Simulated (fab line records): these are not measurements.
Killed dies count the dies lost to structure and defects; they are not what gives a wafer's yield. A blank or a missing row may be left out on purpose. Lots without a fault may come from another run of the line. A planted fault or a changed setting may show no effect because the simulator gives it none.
Which of the tools did it? / flow n5_finfet / 30 wafers from 10 lots sampled at 2 of the route's 1938 steps

## WHAT THE GAUGES READ, wafer by wafer
N5_MIM_TOP_LITHO_CD_MEAS_08 targets a cd of 2000 nm. Usual: cd_nm reads 1999.5 nm (standard deviation 1.9).
lot=L537; measured=day 11 02:28; on=cd_sem-01; cd_nm (nm)=1996.8 1999.7 1999.7; flag=
lot=L538; measured=day 11 15:10; on=cd_sem-01; cd_nm (nm)=1998.1 1999.7 2000.7; flag=
lot=L541; measured=day 13 07:35; on=cd_sem-02; cd_nm (nm)=1998.4 1998.6 1997.5; flag=
lot=L542; measured=day 12 19:04; on=cd_sem-02; cd_nm (nm)=1995.8 2000.6 1996.0; flag=
lot=L543; measured=day 13 02:39; on=cd_sem-02; cd_nm (nm)=1998.2 1998.8 1997.1; flag=
lot=L544; measured=day 12 23:34; on=cd_sem-01; cd_nm (nm)=1998.6 2000.4 2000.0; flag=
lot=L545; measured=day 13 07:34; on=cd_sem-01; cd_nm (nm)=1997.2 1997.4 1996.3; flag=
lot=L547; measured=day 13 23:04; on=cd_sem-02; cd_nm (nm)=1999.7 1999.5 1997.9; flag=
lot=L556; measured=day 16 10:44; on=cd_sem-02; cd_nm (nm)=1999.3 1998.4 2002.4; flag=
lot=L560; measured=day 17 10:58; on=cd_sem-01; cd_nm (nm)=1995.0 1994.6 1998.7; flag=

## TOOL THAT RAN EACH LOT (tool first, then ch and the chambers of the sampled wafers, then the start)
lot=L537; N5_SDB_HM_OPEN_20=rie_diel-03 ch 0,2, day 3 19:29
lot=L538; N5_SDB_HM_OPEN_20=rie_diel-03 ch 0,1,3, day 4 05:37
lot=L541; N5_SDB_HM_OPEN_20=rie_diel-05 ch 0,2, day 4 19:55
lot=L542; N5_SDB_HM_OPEN_20=rie_diel-05 ch 1,2,3, day 5 02:58
lot=L543; N5_SDB_HM_OPEN_20=rie_diel-03 ch 1,2,3, day 5 06:53
lot=L544; N5_SDB_HM_OPEN_20=rie_diel-03 ch 2,3, day 5 13:47
lot=L545; N5_SDB_HM_OPEN_20=rie_diel-03 ch 1,2,3, day 5 20:10
lot=L547; N5_SDB_HM_OPEN_20=rie_diel-03 ch 0,2,3, day 6 08:15
lot=L556; N5_SDB_HM_OPEN_20=rie_diel-06 ch 0,1,3, day 8 10:45
lot=L560; N5_SDB_HM_OPEN_20=rie_diel-05 ch 1,2, day 9 11:24
- N5_SDB_HM_OPEN_20: chemistry CH3F/O2, target SiNx, stops on poly-Si, target depth 24 nm.

## AS READ BY THE TOOLS THEMSELVES (means over the sampled wafers that have a number; for cases with no such wafer, the mark the record gives instead)
N5_SDB_HM_OPEN_20. Usual: drypump_motor_current_A 5.6 A, standard deviation 0.44; oes_f_703_au 0.77 a.u., standard deviation 0.077; oes_product_au 0.63 a.u., standard deviation 0.064; rf_vpp_V 299 V, standard deviation 6; showerhead_plenum_p_Torr 1.99 Torr, standard deviation 0.06; throttle_valve_pct 16.34 %, standard deviation 0.19.
lot=L537; tool=rie_diel-03; drypump_motor_current_A (A)=6.2; oes_f_703_au (a.u.)=0.83; oes_product_au (a.u.)=0.65; rf_vpp_V (V)=298; showerhead_plenum_p_Torr (Torr)=1.94; throttle_valve_pct (%)=16.30; flag=
lot=L538; tool=rie_diel-03; drypump_motor_current_A (A)=5.7; oes_f_703_au (a.u.)=0.84; oes_product_au (a.u.)=0.69; rf_vpp_V (V)=301; showerhead_plenum_p_Torr (Torr)=1.99; throttle_valve_pct (%)=16.36; flag=
lot=L541; tool=rie_diel-05; drypump_motor_current_A (A)=5.6; oes_f_703_au (a.u.)=0.76; oes_product_au (a.u.)=0.62; rf_vpp_V (V)=300; showerhead_plenum_p_Torr (Torr)=2.06; throttle_valve_pct (%)=16.18; flag=
lot=L542; tool=rie_diel-05; drypump_motor_current_A (A)=5.3; oes_f_703_au (a.u.)=0.74; oes_product_au (a.u.)=0.59; rf_vpp_V (V)=301; showerhead_plenum_p_Torr (Torr)=2.02; throttle_valve_pct (%)=16.38; flag=
lot=L543; tool=rie_diel-03; drypump_motor_current_A (A)=5.7; oes_f_703_au (a.u.)=0.80; oes_product_au (a.u.)=0.65; rf_vpp_V (V)=301; showerhead_plenum_p_Torr (Torr)=1.98; throttle_valve_pct (%)=16.39; flag=
lot=L544; tool=rie_diel-03; drypump_motor_current_A (A)=6.0; oes_f_703_au (a.u.)=0.83; oes_product_au (a.u.)=0.68; rf_vpp_V (V)=298; showerhead_plenum_p_Torr (Torr)=1.93; throttle_valve_pct (%)=16.28; flag=
lot=L545; tool=rie_diel-03; drypump_motor_current_A (A)=5.7; oes_f_703_au (a.u.)=0.79; oes_product_au (a.u.)=0.64; rf_vpp_V (V)=302; showerhead_plenum_p_Torr (Torr)=1.97; throttle_valve_pct (%)=16.40; flag=
lot=L547; tool=rie_diel-03; drypump_motor_current_A (A)=6.0; oes_f_703_au (a.u.)=0.84; oes_product_au (a.u.)=0.67; rf_vpp_V (V)=298; showerhead_plenum_p_Torr (Torr)=1.94; throttle_valve_pct (%)=16.28; flag=
lot=L556; tool=rie_diel-06; drypump_motor_current_A (A)=5.6; oes_f_703_au (a.u.)=0.73; oes_product_au (a.u.)=0.60; rf_vpp_V (V)=299; showerhead_plenum_p_Torr (Torr)=1.99; throttle_valve_pct (%)=16.33; flag=
lot=L560; tool=rie_diel-05; drypump_motor_current_A (A)=5.5; oes_f_703_au (a.u.)=0.73; oes_product_au (a.u.)=0.59; rf_vpp_V (V)=304; showerhead_plenum_p_Torr (Torr)=2.05; throttle_valve_pct (%)=16.24; flag=

## THE ANSWER, worked out from the rows above alone
Rule: a lot counts as off when the mean over its wafers that have a number is more than 3 standard deviations away from the usual mean. A lot without any number at a reading at which 4 lots or more have one is off too. The other lots that the step has rows for count as sound. First the gauges in route order, then the tools' own readings, where a lot's mean is used as printed above. At the first step where some lot is off, the reading lying furthest off is the one used; lots without a number count as furthest.
No lot is off at any reading shown: from this, nothing can be told.

## WHAT THE SIMULATOR HAD PUT IN
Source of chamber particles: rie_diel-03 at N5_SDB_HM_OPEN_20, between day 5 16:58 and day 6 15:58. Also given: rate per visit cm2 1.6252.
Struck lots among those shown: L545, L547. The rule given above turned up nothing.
